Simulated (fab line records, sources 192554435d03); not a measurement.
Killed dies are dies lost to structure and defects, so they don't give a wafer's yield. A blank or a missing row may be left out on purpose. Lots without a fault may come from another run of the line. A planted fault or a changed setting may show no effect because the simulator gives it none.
Which tool did it? | flow n5_finfet | 12 lots, 32 wafers sampled, at 2 steps of a route of 1938

WHAT THE GAUGES READ, wafer by wafer
N5_DUMMY_GATE_CD_MEAS_15: target cd 25.8 nm. Usual: cd_nm 24.99 nm, standard deviation 0.26.
lot  | measured    | on        | cd_nm (nm)        | flag
L616 | day 3 07:05 | cd_sem-01 | 24.96 25.30 24.58 |
L617 | day 3 10:31 | cd_sem-01 | 25.15 24.76 25.08 |
L625 | day 5 10:58 | cd_sem-01 | 24.96 24.96 25.45 |
L627 | day 5 23:21 | cd_sem-02 | 25.31 25.39 24.78 |
L628 | day 6 07:50 | cd_sem-01 | 25.24 25.08 25.52 |
L631 | day 7 00:24 | cd_sem-01 | 25.20             |
L633 | day 7 10:57 | cd_sem-03 | 24.85             |
L634 | day 7 16:50 | cd_sem-01 | 24.87 25.01 24.87 |
L635 | day 7 21:59 | cd_sem-02 | 24.51 25.14 24.67 |
L636 | day 8 04:45 | cd_sem-03 | 25.04 25.44 25.14 |
L637 | day 8 09:58 | cd_sem-03 | 24.93 24.90 24.63 |
L638 | day 8 15:21 | cd_sem-02 | 24.66 24.82 24.54 |

WHICH TOOL RAN EACH LOT (tool, then ch and the chambers of the sampled wafers, then the start)
lot  | N5_DUMMY_GATE_CMP_04
L616 | cmp-02 ch 1,2, day 3 02:34
L617 | cmp-02 ch 0,3, day 3 05:57
L625 | cmp-02 ch 0,1,3, day 5 06:20
L627 | cmp-01 ch 0,1,2, day 5 18:52
L628 | cmp-01 ch 0,3, day 6 03:17
L631 | cmp-01 ch 2, day 6 19:50
L633 | cmp-02 ch 2, day 7 06:26
L634 | cmp-04 ch 1,3, day 7 12:11
L635 | cmp-04 ch 1,2,3, day 7 17:31
L636 | cmp-01 ch 0,1,2, day 8 00:04
L637 | cmp-01 ch 0,1,3, day 8 05:28
L638 | cmp-01 ch 1,2,3, day 8 10:43
- N5_DUMMY_GATE_CMP_04: polishes a-Si.

WHAT THE TOOLS THEMSELVES READ (means of the sampled wafers that have a number; where no wafer has one, the mark that the record gives instead)
N5_DUMMY_GATE_CMP_04. Usual: motor_current_A 10.4 A, standard deviation 1.3; time_to_endpoint_s 14.2 s, standard deviation 1.7.
lot  | tool   | motor_current_A (A) | time_to_endpoint_s (s) | flag
L616 | cmp-02 | 9.3                 | 15.5                   |
L617 | cmp-02 | 10.9                | 13.4                   |
L625 | cmp-02 | 10.5                | 12.2                   |
L627 | cmp-01 | 11.8                | 13.1                   |
L628 | cmp-01 | 10.3                | 16.2                   |
L631 | cmp-01 | 11.2                | 12.6                   |
L633 | cmp-02 | 9.0                 | 16.4                   |
L634 | cmp-04 | 10.6                | 16.0                   |
L635 | cmp-04 | 10.2                | 14.8                   |
L636 | cmp-01 | 11.7                | 12.8                   |
L637 | cmp-01 | 11.3                | 15.1                   |
L638 | cmp-01 | 11.5                | 14.8                   |

THE ANSWER, worked out from the rows above alone
Rule: a lot is off if the mean of its wafers that have a number lies more than 3 standard deviations from the usual mean. A lot without any number at a reading at which 4 lots or more have one is off too. The other lots that the step has rows for count as sound. The gauges are gone through in route order, then the tools' own readings, and for those a lot's mean is taken as printed above. The first step at which some lot is off is used, and at that step the reading that is off furthest; a lot without a number counts as furthest.
No lot is off at any reading shown: from this, nothing can be told.

WHAT THE SIMULATOR HAD PUT IN
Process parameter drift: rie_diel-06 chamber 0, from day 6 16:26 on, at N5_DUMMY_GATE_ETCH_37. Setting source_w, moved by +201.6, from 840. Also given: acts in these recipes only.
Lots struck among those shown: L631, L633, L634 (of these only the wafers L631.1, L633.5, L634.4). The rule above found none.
